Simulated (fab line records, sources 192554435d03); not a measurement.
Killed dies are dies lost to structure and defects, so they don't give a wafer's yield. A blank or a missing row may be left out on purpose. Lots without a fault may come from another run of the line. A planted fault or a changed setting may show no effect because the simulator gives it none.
One fault seen from 2 desks | flow n5_finfet | each desk has only its own numbers; what lay behind them comes last

THE TOOL OWNER'S DESK: ald_metal-02
The tool's own readings at N5_BEOL_M8_ALD_77 (deposits TaN, target thk 2 nm, pulse time 2 s, purge time 3 s): means of the sampled wafers that have a number, for each lot that ran on this tool. A lot is out of limits, marked OUT, if its mean lies more than 4 standard deviations from the usual mean; the brackets give that distance.
Columns: A = heater_power_w at N5_BEOL_M8_ALD_77, usual 404 W
lot  | first seen here | A
L210 | day 10 01:59    | 426
L215 | day 11 09:20    | 413
L222 | day 13 12:28    | 422
L225 | day 13 13:37    | 400
This desk's finding: nothing out of limits on any of the 4 lots.

THE METROLOGY DESK
What the gauges read, lot by lot, whatever tool the lot ran on: means of the sampled wafers that have a number. A lot is out of limits, marked OUT, if its mean lies more than 4 standard deviations from the usual mean; the brackets give that distance. Of its 27 readings 7 are shown: the one that was out of limits first, and those that lie furthest out on some lot.
Columns: A = COMB_M15 at N5_BEOL_M15_RC_MEAS_101, usual 2.6e-12 S/m; B = COMB_M8_max_site at N5_BEOL_M15_RC_MEAS_101, usual 3.7e-11 S/m; C = SERP_M11 at N5_BEOL_M15_RC_MEAS_101, usual 3.05 ohm/um; D = SERP_M12_max_site at N5_BEOL_M15_RC_MEAS_101, usual 0.653 ohm/um; E = SERP_M8 at N5_BEOL_M15_RC_MEAS_101, usual 13.8 ohm/um; F = SERP_M9 at N5_BEOL_M15_RC_MEAS_101, usual 3.06 ohm/um; G = SERP_M9_max_site at N5_BEOL_M15_RC_MEAS_101, usual 3.14 ohm/um
lot  | first seen here | A       | B                  | C    | D     | E    | F    | G
L207 | day 11 11:40    | 2.7e-12 | 3.3e-11            | 3.05 | 0.650 | 13.9 | 3.13 | 3.19
L210 | day 12 02:47    | 2.6e-12 | 3.7e-11            | 2.96 | 0.662 | 13.4 | 3.11 | 3.24
L213 | day 13 09:41    | 3.6e-12 | 3.9e-11            | 3.02 | 0.642 | 14.4 | 2.96 | 3.06
L215 | day 13 10:07    | 2.7e-12 | 3.1e-11            | 2.94 | 0.650 | 13.0 | 3.09 | 3.18
L214 | day 13 15:42    | 2.5e-12 | 4.1e-11            | 3.09 | 0.649 | 13.4 | 3.10 | 3.21
L216 | day 14 00:19    | 2.1e-12 | 3.6e-11            | 3.10 | 0.673 | 13.6 | 3.05 | 3.10
L222 | day 16 05:07    | 2.3e-12 | 1.5e-10 (+13) OUT  | 3.01 | 0.664 | 13.3 | 2.93 | 2.99
L225 | day 16 05:09    | 1.9e-12 | 1.1e-10 (+8.3) OUT | 3.04 | 0.635 | 13.9 | 3.00 | 3.12
This desk's finding: out of limits on L222, L225; first on L225, day 16 05:13 (COMB_M8_max_site at N5_BEOL_M15_RC_MEAS_101). In limits: L207, L210, L213, L215, L214, L216.

PUT TOGETHER
The metrology desk could have raised an alarm at day 16 05:13, on L222, L225.
The tool owner's desk saw nothing out of limits.
The tool owner's desk has L222, L225 on record, within its limits.
Of the lots named, all ran N5_BEOL_M8_ALD_77 on ald_metal-02.

WHAT THE SIMULATOR HAD PUT IN
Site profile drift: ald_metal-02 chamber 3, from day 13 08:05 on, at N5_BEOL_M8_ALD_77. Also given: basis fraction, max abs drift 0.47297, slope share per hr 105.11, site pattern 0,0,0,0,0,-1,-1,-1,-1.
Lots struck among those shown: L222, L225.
Hours from the fault's start to each desk's first reading out of limits: the metrology desk, 69.
